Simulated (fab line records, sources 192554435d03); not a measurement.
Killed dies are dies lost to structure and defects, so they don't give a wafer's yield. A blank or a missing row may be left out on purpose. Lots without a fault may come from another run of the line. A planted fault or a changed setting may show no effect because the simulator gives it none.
fab line records | flow n5_finfet | part 1 of 2: steps 1 to 21 of 28
record lots=5 wafers=15 last_day=17
route steps=1938 shown GATE_CUT@470
lots that met no fault: from a run of the same line without faults
start_h: hours from the record's first day to the start of the lot's first wafer shown | wait_h: hours since the lot's step before | " the same as in the row above | L1.1+2: a row that stands for several wafers | - no value, or no start given | * or withheld: withheld | < > ~ a bound
route shown NAME@n: a module of which the file shows steps, and the number in the route of the first | usual: mean/standard deviation of fault-free wafers | same: alike in all rows | chamber/n: place in a boat | sites: the reading at each site | _std_site: their standard deviation | _edge_site: outer sites' mean less inner sites' | radius_mm: how far each site lies from the wafer's centre | mask NAME#n: copy n | behind: the tool/chamber that last shaped the wafer | hold: why the lot was held/for how many hours/how that ended | device: the transistor (n, p or np) that didn't switch | end of line: the same wafers' tests at the end of the route | a step without rows: its recipe alone | killed: dies lost to structure and defects at the first sort, not the wafer's yield | map: a wafer's dies, x killed, . not, _ none there
set.NAME: the setting as run; set.NAME@STEP: as run at that earlier step | model.NAME: the simulator's own value behind a step, which no gauge read
lots at some steps of the route; a table a step, a row a wafer
services: from which hour (start_h, from the record's first day; less than 0 if before it) a tool's chamber was out of use, for how many hours, and why
## steps
# step N5_GATE_CUT_STRIP_59
# recipe chemistry=N2/H2 time_s=20 power_w=100 temp_c=40 pressure_mtorr=100 rf_frequency_hz=6e+07 bias_power_w=3 n2_flow_sccm=300 h2_flow_sccm=300
# usual drypump_motor_current_A=5.5/0.35 oes_product_au=0.78/0.082 rf_vpp_V=45.4/0.9 showerhead_plenum_p_Torr=3.43/0.1 throttle_valve_pct=12.29/0.19
# columns lot.wafer tool chamber start_h wait_h drypump_motor_current_A oes_product_au rf_hours_counter_h rf_vpp_V showerhead_plenum_p_Torr throttle_valve_pct
L075.1 rie_diel-02 0 87.98 0.1 5.6 0.82 79 45.3 3.43 12.25
L075.3 " 3 " " 5.7 0.69 242 44.9 3.21 12.50
L075.6 " 1 " " 6.1 0.93 - 44.9 3.45 12.26
L079.2 rie_diel-02 2 109.11 0.1 5.7 0.77 135 45.8 3.53 12.21
L079.3 " 1 " " 6.1 0.92 26 44.4 3.44 12.29
L079.5 " 3 " " 5.8 0.68 - 45.3 3.20 12.51
L087.3 rie_diel-04 1 156.57 0.1 5.0 0.76 140 47.4 3.50 12.20
L087.4 " 0 " " 5.5 0.73 184 43.8 3.50 12.14
L087.6 " 1 " " 5.0 0.75 - 45.0 3.50 12.21
L092.1 rie_diel-05 1 187.53 0.1 6.2 0.81 85 45.6 3.43 12.44
L092.3 " 3 " " 5.4 0.74 175 46.3 3.22 12.19
L092.6 " 1 " " 6.2 0.81 - 45.0 3.43 12.46
L094.1 rie_diel-04 2 206.66 0.1 5.0 0.91 15 45.7 3.44 12.08
L094.2 " 3 " " 5.3 0.67 236 45.6 3.35 12.67
L094.3 " 0 " " 5.4 0.72 199 43.3 3.49 12.18
# step N5_GATE_CUT_PRECLEAN_31
# recipe temp_c=23 chemistry=DIW time_s=300
# columns lot.wafer tool chamber start_h wait_h
L075.1+3+6 wet_bench-05 0,1,7 88.06 0.1
L079.2+3+5 wet_bench-03 5,4,7 109.20 0.1
L087.3+4+6 wet_bench-03 4,2,0 156.66 0.1
L092.1+3+6 wet_bench-03 3,0,6 187.68 0.1
L094.1+2+3 wet_bench-05 0,7,4 206.74 0.1
# step N5_GATE_CUT_SRD_32
# recipe time_s=30 temp_c=23 rinse_liquid=diw dry=ipa_marangoni
# columns lot.wafer tool chamber start_h wait_h
L075.1+3+6 wet_bench-05 0,1,7 88.15 0.0
L079.2+3+5 wet_bench-03 5,4,7 109.28 0.0
L087.3+4+6 wet_bench-03 4,2,0 156.75 0.0
L092.1+3+6 wet_bench-03 3,0,6 187.77 0.0
L094.1+2+3 wet_bench-05 0,7,4 206.83 0.0
# step N5_GATE_CUT_SAC_CAP_01
# recipe material=SiNx target_thk_a=240 temp_c=400 ald_precursor_family=SiH2I2 ald_co_reactant=N2/H2-plasma pulse_time_s=1 ald_cycles=480 purge_time_s=2 co_reactant_purge_time_s=2 pressure_torr=2
# usual heater_power_w=825/78 precursor_pulse_height_rel=1.001/0.02
# columns lot.wafer tool chamber start_h wait_h heater_power_w precursor_pulse_height_rel
L075.1 ald_sin-02 3 88.66 0.5 753 1.000
L075.3 " 2 " " 992 0.998
L075.6 " 3 89.74 1.6 758 1.047
L079.2 ald_sin-02 1 109.33 0.0 873 0.984
L079.3 " 2 " " 999 0.972
L079.5 " 1 110.41 1.1 858 1.007
L087.3 ald_sin-01 3 156.79 0.0 841 1.031
L087.4 " 2 " " 714 1.013
L087.6 " 2 157.88 1.1 735 0.997
L092.1 ald_sin-01 0 187.94 0.2 818 1.020
L092.3 " 2 " " 723 0.999
L092.6 " 2 189.03 1.2 727 0.992
L094.1 ald_sin-02 3 206.88 0.0 762 0.987
L094.2 " 2 " " 996 1.035
L094.3 " 0 " " 785 1.006
# step N5_GATE_CUT_PECVD_57
# recipe material=SiNx target_thk_a=210 temp_c=400 precursor=SiH4/NH3/N2 pressure_torr=1.5 rf_w=300
# usual heater_power_w=726/58 showerhead_plenum_p_Torr=5.12/0.063 throttle_valve_pct=39.0/1.9
# columns lot.wafer tool chamber start_h wait_h heater_power_w showerhead_plenum_p_Torr throttle_valve_pct
L075.1 pecvd-01 0 90.85 1.1 678 5.26 40.9
L075.3 " 1 " " 723 5.13 40.3
L075.6 " 1 " " 703 5.14 40.1
L079.2 pecvd-03 0 111.52 1.1 691 5.11 40.4
L079.3 " 2 " " 809 5.06 37.4
L079.5 " 0 " " 689 5.11 40.5
L087.3 pecvd-03 0 158.99 1.1 706 5.11 40.8
L087.4 " 2 " " 793 5.07 37.5
L087.6 " 0 " " 726 5.12 41.0
L092.1 pecvd-02 0 190.14 1.1 748 5.12 39.7
L092.3 " 1 " " 704 5.11 39.8
L092.6 " 2 " " 680 5.13 36.6
L094.1 pecvd-01 0 209.07 1.1 719 5.27 41.0
L094.2 " 2 " " 664 5.04 36.0
L094.3 " 1 " " 733 5.14 40.4
# step N5_GATE_CUT_CMP_02
# recipe stop_on=SiO2 t_overpolish_s=12.7 post_cmp_clean=alkaline_brush down_force_psi=2.5 platen_rpm=51.8 pad_velocity_m_s=1.0307 target_thk_nm=0
# usual motor_current_A=9.3/1.3 overpolish_run_s=12.700/0.0095 time_to_endpoint_s=26.3/3
# columns lot.wafer tool chamber start_h wait_h motor_current_A overpolish_run_s time_to_endpoint_s
L075.1 cmp-04 0 90.94 0.1 9.5 12.700 26.5
L075.3 " 1 " " 8.8 12.699 27.3
L075.6 " 0 " " 9.1 12.706 27.4
L079.3 cmp-02 0 111.60 0.1 7.8 12.706 27.4
L079.2 " 3 " " 9.8 12.693 26.9
L079.5 " 1 " " 11.4 12.702 24.5
L087.4 cmp-03 3 159.10 0.1 8.1 12.707 23.9
L087.3 " 0 " " 9.4 12.705 22.4
L087.6 " 3 " " 8.4 12.703 26.9
L092.1 cmp-03 1 190.21 0.1 7.4 12.714 26.1
L092.3 " 2 " " 8.7 12.680 30.3
L092.6 " 1 " " 7.2 12.684 29.3
L094.1 cmp-02 2 209.14 0.1 10.1 12.700 30.3
L094.2 " 0 " " 7.9 12.702 33.8
L094.3 " 1 " " 11.8 12.695 28.1
# step N5_GATE_CUT_HM_DEP_46
# recipe material=SiO2 target_thk_a=1300 temp_c=400 precursor=TEOS/O2 pressure_torr=6.5 rf_w=900 teos_flow_sccm=161.4 gas=O2 flow_sccm=2650 time_s=26.6
# usual heater_power_w=518/60 showerhead_plenum_p_Torr=8.34/0.032 throttle_valve_pct=18.2/0.87
# columns lot.wafer tool chamber start_h wait_h heater_power_w showerhead_plenum_p_Torr throttle_valve_pct
L075.1 pecvd-02 1 91.27 0.0 488 8.33 18.7
L075.3 " 2 " " 529 8.33 16.7
L075.6 " 2 " " 536 8.35 17.1
L079.2 pecvd-02 2 111.93 0.0 502 8.36 17.1
L079.3 " 0 " " 575 8.34 18.6
L079.5 " 2 " " 501 8.33 17.1
L087.3 pecvd-02 0 159.41 0.1 648 8.33 18.5
L087.4 " 2 " " 543 8.35 17.0
L087.6 " 2 " " 537 8.32 16.9
L092.1 pecvd-02 2 190.54 0.0 415 8.33 17.4
L092.3 " 1 " " 564 8.34 18.2
L092.6 " 2 " " 416 8.35 17.1
L094.1 pecvd-02 0 209.47 0.0 629 8.35 18.4
L094.2 " 2 " " 406 8.34 17.1
L094.3 " 1 " " 511 8.34 18.0
# step N5_GATE_CUT_COAT_34
# recipe resist=SOC temp_c=250 time_s=60 spin_rpm=1500 resist_thk_nm=60
# usual spin_speed_rpm=1500.0/1
# columns lot.wafer tool chamber start_h wait_h spin_speed_rpm
L075.1 litho_track-02 0 91.34 0.0 1500.0
L075.3 " 0 " " 1499.4
L075.6 " 0 " " 1500.8
L079.2 litho_track-05 0 112.00 0.0 1500.0
L079.3 " 0 " " 1499.0
L079.5 " 0 " " 1500.7
L087.3 litho_track-05 0 159.48 0.0 1500.8
L087.4 " 0 " " 1501.3
L087.6 " 0 " " 1500.4
L092.1 litho_track-02 0 190.61 0.0 1499.4
L092.3 " 0 " " 1498.4
L092.6 " 0 " " 1500.5
L094.1 litho_track-05 0 209.54 0.0 1500.2
L094.2 " 0 " " 1500.5
L094.3 " 0 " " 1499.8
# step N5_GATE_CUT_COAT_35
# recipe resist=SiARC temp_c=220 time_s=60 spin_rpm=1500 resist_thk_nm=10
# usual spin_speed_rpm=1499.9/0.98
# columns lot.wafer tool chamber start_h wait_h spin_speed_rpm
L075.1 litho_track-02 0 - - 1499.3
L075.3 " 0 " " 1499.1
L075.6 " 0 " " 1498.9
L079.2 litho_track-05 0 - - 1498.5
L079.3 " 0 " " 1499.9
L079.5 " 0 " " 1500.7
L087.3 litho_track-05 0 - - 1499.8
L087.4 " 0 " " 1500.4
L087.6 " 0 " " 1500.4
L092.1 litho_track-02 0 - - 1500.3
L092.3 " 0 " " 1499.6
L092.6 " 0 " " 1499.9
L094.1 litho_track-05 0 - - 1498.1
L094.2 " 0 " " 1498.3
L094.3 " 0 " " 1499.2
# step N5_GATE_CUT_COAT_27
# recipe resist=underlayer temp_c=205 time_s=60 spin_rpm=1500 resist_thk_nm=10
# usual spin_speed_rpm=1499.9/1.1
# columns lot.wafer tool chamber start_h wait_h spin_speed_rpm
L075.1 litho_track-02 0 - - 1498.5
L075.3 " 0 " " 1497.5
L075.6 " 0 " " 1499.0
L079.2 litho_track-05 0 - - 1498.7
L079.3 " 0 " " 1499.6
L079.5 " 0 " " 1499.0
L087.3 litho_track-05 0 - - 1496.3
L087.4 " 0 " " 1498.8
L087.6 " 0 " " 1497.9
L092.1 litho_track-02 0 - - 1500.2
L092.3 " 0 " " 1500.8
L092.6 " 0 " " 1499.3
L094.1 litho_track-05 0 - - 1499.1
L094.2 " 0 " " 1498.7
L094.3 " 0 " " 1499.7
# step N5_GATE_CUT_COAT_07
# recipe resist=CAR-EUV spin_rpm=1500 resist_thk_nm=30
# usual spin_speed_rpm=1500.1/0.87
# columns lot.wafer tool chamber start_h wait_h spin_speed_rpm
L075.1 litho_track-02 0 - - 1499.7
L075.3 " 0 " " 1499.2
L075.6 " 0 " " 1500.6
L079.2 litho_track-05 0 - - 1500.9
L079.3 " 0 " " 1499.8
L079.5 " 0 " " 1500.3
L087.3 litho_track-05 0 - - 1501.2
L087.4 " 0 " " 1501.5
L087.6 " 0 " " 1500.8
L092.1 litho_track-02 0 - - 1500.5
L092.3 " 0 " " 1501.0
L092.6 " 0 " " 1500.5
L094.1 litho_track-05 0 - - 1500.0
L094.2 " 0 " " 1500.8
L094.3 " 0 " " 1501.1
# step N5_GATE_CUT_EBR_09
# recipe solvent=PGMEA ebr_width_mm=1.5
# columns lot.wafer tool chamber start_h wait_h
L075.1+3+6 litho_track-02 0 - -
L079.2+3+5 litho_track-05 0 - -
L087.3+4+6 litho_track-05 0 - -
L092.1+3+6 litho_track-02 0 - -
L094.1+2+3 litho_track-05 0 - -
# step N5_GATE_CUT_SOFTBAKE_08
# recipe temp_c=110 time_s=60 resist=CAR-EUV
# columns lot.wafer tool chamber start_h wait_h
L075.1+3+6 litho_track-02 0 - -
L079.2+3+5 litho_track-05 0 - -
L087.3+4+6 litho_track-05 0 - -
L092.1+3+6 litho_track-02 0 - -
L094.1+2+3 litho_track-05 0 - -
# step N5_GATE_CUT_EXPOSE_10
# recipe mask_id=GATE_CUT na=0.33 source_shape=annular sigma_inner=0.35 sigma_outer=0.8 polarization=unpolarized target_cd_nm=20 dose_mj=43.25
# usual focus_offset_nm=0.0/0.51
# columns lot.wafer tool chamber start_h wait_h mask focus_offset_nm
L075.1 euv_scanner-01 0 91.47 - GATE_CUT#0 0.7
L075.3 " 0 " " GATE_CUT#0 -0.5
L075.6 " 0 " " GATE_CUT#0 0.5
L079.2 euv_scanner-01 0 112.14 - GATE_CUT#0 0.0
L079.3 " 0 " " GATE_CUT#0 1.0
L079.5 " 0 " " GATE_CUT#0 0.0
L087.3 euv_scanner-02 0 159.76 - GATE_CUT#0 -0.4
L087.4 " 0 " " GATE_CUT#0 -0.3
L087.6 " 0 " " GATE_CUT#0 -0.9
L092.1 euv_scanner-01 0 190.74 - GATE_CUT#0 -1.0
L092.3 " 0 " " GATE_CUT#0 -0.3
L092.6 " 0 " " GATE_CUT#0 -0.9
L094.1 euv_scanner-02 0 209.68 - GATE_CUT#0 0.4
L094.2 " 0 " " GATE_CUT#0 0.4
L094.3 " 0 " " GATE_CUT#0 -0.2
# step N5_GATE_CUT_PEB_11
# recipe peb_temp_c=100 peb_time_s=60 resist=CAR-EUV
# columns lot.wafer tool chamber start_h wait_h
L075.1+3+6 litho_track-02 0 91.54 0.1
L079.2+3+5 litho_track-05 0 112.20 0.1
L087.3+4+6 litho_track-03 0 159.81 0.0
L092.1+3+6 litho_track-02 0 190.81 0.1
L094.1+2+3 litho_track-03 0 209.74 0.1
# step N5_GATE_CUT_DEVELOP_12
# recipe develop_time_s=30 developer=TMAH resist=CAR-EUV rinse_liquid=surfactant_rinse dry=air_spin dev_temp_c=23
# same develop_time_s=30
# columns lot.wafer tool chamber start_h wait_h
L075.1+3+6 litho_track-02 0 - -
L079.2+3+5 litho_track-05 0 - -
L087.3+4+6 litho_track-03 0 - -
L092.1+3+6 litho_track-02 0 - -
L094.1+2+3 litho_track-03 0 - -
# step N5_GATE_CUT_CD_MEAS_13
# recipe target_cd_nm=20 landing_energy_ev=500 detector=se_inlens
# usual cd_nm=19.98/0.25
# same landing_energy_ev=500
# columns lot.wafer tool chamber start_h wait_h cd_nm
L075.1 cd_sem-03 0 91.61 - 20.32
L075.3 " 0 " " 20.06
L075.6 " 0 " " 20.05
L079.2 cd_sem-01 0 112.27 - 19.61
L079.3 " 0 " " 19.88
L079.5 " 0 " " 19.93
L087.3 cd_sem-01 0 159.88 - 20.41
L087.4 " 0 " " 19.80
L087.6 " 0 " " 19.95
L092.1 cd_sem-02 0 190.88 - 19.98
L092.3 " 0 " " 20.09
L092.6 " 0 " " 19.87
L094.1 cd_sem-03 0 209.81 - 19.57
L094.2 " 0 " " 20.12
L094.3 " 0 " " 20.08
# step N5_GATE_CUT_OVL_MEAS_14
# recipe points_per_wafer=522
# usual GATE_CUT_OVL=0.3/0.61
# columns lot.wafer tool chamber start_h wait_h GATE_CUT_OVL[nm]
L075.1 overlay-02 0 91.64 0.0 -0.1
L075.3 " 0 " " 0.3
L075.6 " 0 " " 0.4
L079.2 overlay-01 0 112.30 0.0 1.0
L079.3 " 0 " " 0.0
L079.5 " 0 " " 0.2
L087.3 overlay-01 0 159.92 0.0 0.1
L087.4 " 0 " " 0.2
L087.6 " 0 " " 0.1
L092.1 overlay-02 0 190.91 0.0 -1.0
L092.3 " 0 " " -0.4
L092.6 " 0 " " -0.5
L094.1 overlay-02 0 209.84 0.0 0.4
L094.2 " 0 " " 0.3
L094.3 " 0 " " 1.1
# step N5_GATE_CUT_INSPECT_15
# recipe mode=adi inspect_instrument=brightfield
# usual raw_defect_count=149/42
# columns lot.wafer tool chamber start_h wait_h raw_defect_count
L075.1 defect_inspect-01 - 91.69 0.1 114
L075.3 " - " " 98
L075.6 " - " " 167
L079.2 defect_inspect-01 - 112.35 0.0 200
L079.3 " - " " 230
L079.5 " - " " 224
L087.3 defect_inspect-02 - 159.96 0.0 192
L087.4 " - " " 128
L087.6 " - " " 126
L092.1 defect_inspect-02 - 190.97 0.1 108
L092.3 " - " " 169
L092.6 " - " " 216
L094.1 defect_inspect-01 - 209.90 0.1 152
L094.2 " - " " 103
L094.3 " - " " 185
# step N5_GATE_CUT_DESCUM_18
# recipe chemistry=O2 time_s=7 source_power_w=50 bias_power_w=20 pressure_mtorr=20 rf_frequency_hz=2.712e+07 temp_c=40 resist=CAR-EUV o2_flow_sccm=225
# usual drypump_motor_current_A=5.5/0.38 oes_product_au=0.77/0.079 rf_vpp_V=243.6/1.2 showerhead_plenum_p_Torr=2.12/0.067 throttle_valve_pct=20.54/0.17
# columns lot.wafer tool chamber start_h wait_h drypump_motor_current_A oes_product_au rf_hours_counter_h rf_vpp_V showerhead_plenum_p_Torr throttle_valve_pct
L075.1 rie_diel-05 2 91.73 0.0 5.7 0.78 126 242.7 2.02 20.68
L075.3 " 0 " " 5.0 0.69 224 244.2 2.16 20.97
L075.6 " 1 " " 6.2 0.84 - 244.0 2.11 20.39
L079.2 rie_diel-04 3 112.39 0.0 5.4 0.70 207 241.5 2.06 20.62
L079.3 " 2 " " 5.0 0.66 246 244.0 2.14 20.81
L079.5 " 3 " " 5.4 0.70 - 244.1 2.06 20.61
L087.3 rie_diel-05 3 160.00 0.0 5.4 0.75 166 241.3 2.00 20.33
L087.4 " 1 " " 6.2 0.82 76 245.1 2.10 20.41
L087.6 " 1 " " 6.2 0.82 - 242.7 2.10 20.40
L092.1 rie_diel-02 3 191.00 0.0 5.7 0.92 17 245.2 2.21 20.21
L092.3 " 0 " " 5.5 0.78 110 244.7 2.11 20.57
L092.6 " 1 " " 6.1 0.88 - 242.8 2.11 20.63
L094.1 rie_diel-04 2 209.93 0.0 5.0 0.91 16 244.7 2.13 20.49
L094.2 " 1 " " 5.0 0.74 155 244.3 2.18 20.59
L094.3 " 3 " " 5.4 0.67 237 241.1 2.05 20.67
# step N5_GATE_CUT_ETCH_28
# recipe chemistry=N2/H2 target=underlayer target_depth_a=130 mask_material=CAR-EUV time_s=10.4 ion_energy_ev=200 pressure_mtorr=30 source_w=840 bias_w=150 n2_flow_sccm=200 h2_flow_sccm=200 ends=cleared
# usual drypump_motor_current_A=5.5/0.38 etch_rf_on_time_s=10.44/0.25 oes_product_au=0.66/0.07 rf_vpp_V=524.8/2.2 showerhead_plenum_p_Torr=2.58/0.077 throttle_valve_pct=18.00/0.25
# columns lot.wafer tool chamber start_h wait_h drypump_motor_current_A etch_rf_on_time_s oes_product_au rf_hours_counter_h rf_vpp_V showerhead_plenum_p_Torr throttle_valve_pct
L075.1 rie_diel-05 2 91.76 0.0 5.7 10.55 0.65 126 522.3 2.44 17.97
L075.3 " 0 " " 5.0 10.64 0.58 224 525.5 2.64 18.64
L075.6 " 1 " " 6.2 10.24 0.72 - 523.9 2.60 18.13
L079.2 rie_diel-04 3 112.42 0.0 5.4 10.21 0.60 207 524.8 2.53 18.23
L079.3 " 2 " " 4.9 10.59 0.58 246 525.3 2.60 18.20
L079.5 " 3 " " 5.4 10.33 0.59 - 524.1 2.53 18.21
L087.3 rie_diel-05 3 160.03 0.0 5.4 10.46 0.65 166 519.0 2.42 17.73
L087.4 " 1 " " 6.1 10.24 0.71 76 524.1 2.59 18.17
L087.6 " 1 " " 6.2 10.32 0.71 - 526.0 2.59 18.18
L092.1 rie_diel-02 3 191.03 0.0 5.7 10.25 0.79 17 528.2 2.72 17.69
L092.3 " 0 " " 5.5 10.69 0.66 110 523.2 2.58 18.03
L092.6 " 1 " " 6.0 10.28 0.75 - 527.7 2.58 18.14
L094.1 rie_diel-04 2 209.97 0.0 5.0 10.27 0.78 16 525.0 2.59 17.81
L094.2 " 1 " " 5.0 11.24 0.62 155 527.3 2.64 17.87
L094.3 " 3 " " 5.4 10.56 0.57 237 521.1 2.52 18.27
